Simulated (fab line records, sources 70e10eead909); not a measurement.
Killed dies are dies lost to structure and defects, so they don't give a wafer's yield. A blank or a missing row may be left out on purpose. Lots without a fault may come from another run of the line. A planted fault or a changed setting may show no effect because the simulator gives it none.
Chamber matching | flow nand_harc | NHARC_A_CONTACT_ETCH_110 on rie_diel-08: 4 sister chambers
The step etches the open film in CF4/O2, target depth 60 nm, overetch 6 nm, time 33 s. 14 wafers are shown with their chamber, then 7 later ones without.

WAFERS WITH THEIR CHAMBER
wafer  | chamber | drypump_motor_current_A (A) | rf_vpp_V (V) | run_length_s (s)
L483.3 | 1       | 6.0                         | 197.3        | 54.2
L483.5 | 2       | 6.0                         | 196.5        | 55.0
L483.6 | 1       | 6.0                         | 197.3        | 54.4
L497.1 | 3       | 5.7                         | 198.9        | 54.5
L497.2 | 1       | 6.0                         | 198.5        | 54.4
L497.6 | 1       | 6.0                         | 197.8        | 54.3
L498.2 | 2       | 6.1                         | 193.7        | 55.3
L498.5 | 0       | 6.3                         | 197.7        | 54.2
L498.6 | 1       | 6.0                         | 197.7        | 54.1
L500.1 | 2       | 6.1                         | 195.5        | 54.8
L500.5 | 3       | 5.7                         | 197.9        | 54.9
L500.6 | 2       | 6.1                         | 194.8        | 54.7
L499.2 | 0       | 6.3                         | 196.9        | 54.1
L499.5 | 2       | 6.1                         | 195.6        | 54.6

SIGNATURES (means of the wafers above)
reading                 | chamber 0 | chamber 1 | chamber 2 | chamber 3 | scatter within a chamber
drypump_motor_current_A | 6.300     | 6.000     | 6.080     | 5.700     | 0.0283
rf_vpp_V                | 197.300   | 197.720   | 195.220   | 198.400   | 0.783
run_length_s            | 54.150    | 54.280    | 54.880    | 54.700    | 0.215
Rule: a wafer's distance from a chamber is the root of the sum, over the readings, of the square of ((its reading less the chamber's mean) divided by the reading's scatter). The wafer belongs to the nearest chamber; if the next one is less than 2 further off, it can't be placed. The scatter: the root of (the sum of the squares of (reading less its chamber's mean) over the shown wafers, divided by (wafers less chambers)).

WAFERS WITHOUT THEIR CHAMBER
wafer  | drypump_motor_current_A (A) | rf_vpp_V (V) | run_length_s (s)
L499.6 | 5.7                         | 197.9        | 54.3
L501.2 | 5.7                         | 198.5        | 54.5
L501.3 | 6.1                         | 196.4        | 55.0
L501.4 | 6.0                         | 196.8        | 54.5
L504.1 | 6.2                         | 197.1        | 55.2
L504.2 | 6.3                         | 196.6        | 54.6
L504.4 | 5.7                         | 196.7        | 54.4

WHICH CHAMBER EACH WENT THROUGH
wafer  | from the rows above     | in truth
L499.6 | 3                       | 3
L501.2 | 3                       | 3
L501.3 | 2                       | 2
L501.4 | 1                       | 1
L504.1 | can't be placed: 2 or 0 | 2
L504.2 | 0                       | 0
L504.4 | 3                       | 3
Placed correctly: 6 of 7. Can't be placed from these rows: 1 (the true chamber is among the candidates in 1). Placed wrongly: 0.
